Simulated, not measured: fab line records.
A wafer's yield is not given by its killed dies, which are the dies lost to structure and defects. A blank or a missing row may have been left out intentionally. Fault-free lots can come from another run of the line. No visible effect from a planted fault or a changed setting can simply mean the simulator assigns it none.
Matching of chambers + flow nand-harc + NHARC_A_STAIRCASE_CMP_450 on cmp-02: 4 sister chambers
The step polishes SiO2, target thk 200 nm. 16 wafers are shown with their chamber, then 8 later ones without.

WAFERS WITH THEIR CHAMBER
| wafer  | chamber | motor-current-A (A) |
|--------|---------|---------------------|
| L074.1 | 1       | 10.1                |
| L074.2 | 2       | 12.2                |
| L074.6 | 1       | 10.5                |
| L075.2 | 2       | 12.3                |
| L075.4 | 3       | 13.4                |
| L075.5 | 2       | 12.6                |
| L079.1 | 2       | 12.2                |
| L079.3 | 0       | 12.6                |
| L079.6 | 1       | 10.5                |
| L084.1 | 1       | 10.7                |
| L084.2 | 3       | 13.8                |
| L084.6 | 3       | 12.4                |
| L091.1 | 3       | 13.2                |
| L091.3 | 2       | 12.6                |
| L091.5 | 1       | 10.3                |
| L090.1 | 3       | 12.8                |

SIGNATURES (averages over the wafers above)
| reading         | chamber 0 | chamber 1 | chamber 2 | chamber 3 | scatter within a chamber |
|-----------------|-----------|-----------|-----------|-----------|--------------------------|
| motor-current-A | 12.600    | 10.420    | 12.380    | 13.120    | 0.359                    |
Rule: a wafer's distance from a chamber is the root of the sum, over the readings, of the square of ((its reading less the chamber's mean) divided by the reading's scatter). The wafer belongs to the nearest chamber; if the next one is less than 2 further off, it can't be placed. The scatter: the root of (the sum of the squares of (reading less its chamber's mean) over the shown wafers, divided by (wafers less chambers)).

WAFERS WITHOUT THEIR CHAMBER
| wafer  | motor-current-A (A) |
|--------|---------------------|
| L090.2 | 12.1                |
| L090.4 | 12.6                |
| L092.2 | 13.3                |
| L092.4 | 10.9                |
| L092.5 | 10.8                |
| L093.2 | 13.1                |
| L093.3 | 12.8                |
| L093.5 | 12.9                |

WHICH CHAMBER EACH ONE RAN IN
| wafer  | from the rows above          | in truth |
|--------|------------------------------|----------|
| L090.2 | can't be placed: 2 or 0      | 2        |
| L090.4 | can't be placed: 0 or 2 or 3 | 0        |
| L092.2 | can't be placed: 3 or 0      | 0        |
| L092.4 | 1                            | 1        |
| L092.5 | 1                            | 1        |
| L093.2 | can't be placed: 3 or 0 or 2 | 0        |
| L093.3 | can't be placed: 0 or 3 or 2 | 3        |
| L093.5 | can't be placed: 3 or 0 or 2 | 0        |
Correct placement for 2 of the 8. Unplaceable from these rows: 6, with the true chamber sitting among the candidates in 6. Placed wrongly: 0.
